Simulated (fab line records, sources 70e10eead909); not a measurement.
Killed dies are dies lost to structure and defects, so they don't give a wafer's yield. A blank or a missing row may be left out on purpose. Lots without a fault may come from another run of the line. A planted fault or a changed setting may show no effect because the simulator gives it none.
Chamber matching | flow nand_harc | NHARC_A_CHANNEL_FILL_D2_ALD_16 on ald_hk-04: 4 sister chambers
The step deposits SiO2, target thk 1.5 nm, pulse time 10 s, ald cycles 15. 8 wafers are shown with their chamber, then 8 later ones without.

WAFERS WITH THEIR CHAMBER
wafer  | chamber | heater_power_w (W) | precursor_pulse_height_rel
L075.2 | 2       | 450                | 1.001
L078.2 | 2       | 445                | 0.981
L078.6 | 1       | 403                | 1.016
L080.6 | 0       | 507                | 1.006
L085.3 | 1       | 391                | 0.975
L085.5 | 3       | 428                | 0.989
L085.6 | 0       | 525                | 1.021
L089.1 | 3       | 460                | 0.992

WAFERS WITHOUT THEIR CHAMBER
wafer  | heater_power_w (W) | precursor_pulse_height_rel
L089.3 | 416                | 1.017
L089.4 | 443                | 0.987
L090.2 | 447                | 1.017
L090.3 | 445                | 0.985
L090.6 | 498                | 0.991
L091.2 | 433                | 1.025
L091.3 | 499                | 1.001
L091.6 | 501                | 1.012

WHICH CHAMBER EACH WENT THROUGH
wafer  | from the rows above          | in truth
L089.3 | can't be placed: 1 or 3 or 2 | 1
L089.4 | can't be placed: 3 or 2      | 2
L090.2 | can't be placed: 2 or 3      | 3
L090.3 | can't be placed: 3 or 2      | 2
L090.6 | can't be placed: 0 or 2      | 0
L091.2 | can't be placed: 3 or 2 or 1 | 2
L091.3 | 0                            | 0
L091.6 | 0                            | 0
Placed correctly: 2 of 8. Can't be placed from these rows: 6 (the true chamber is among the candidates in 6). Placed wrongly: 0.
How it was worked out, from the rows above alone: a wafer's distance from a chamber is the root of the sum, over the readings, of the square of ((its reading less the chamber's mean) divided by the reading's scatter). The wafer belongs to the nearest chamber; if the next one is less than 2 further off, it can't be placed. A chamber's mean is the mean of its shown wafers. The scatter: the root of (the sum of the squares of (reading less its chamber's mean) over the shown wafers, divided by (wafers less chambers)).
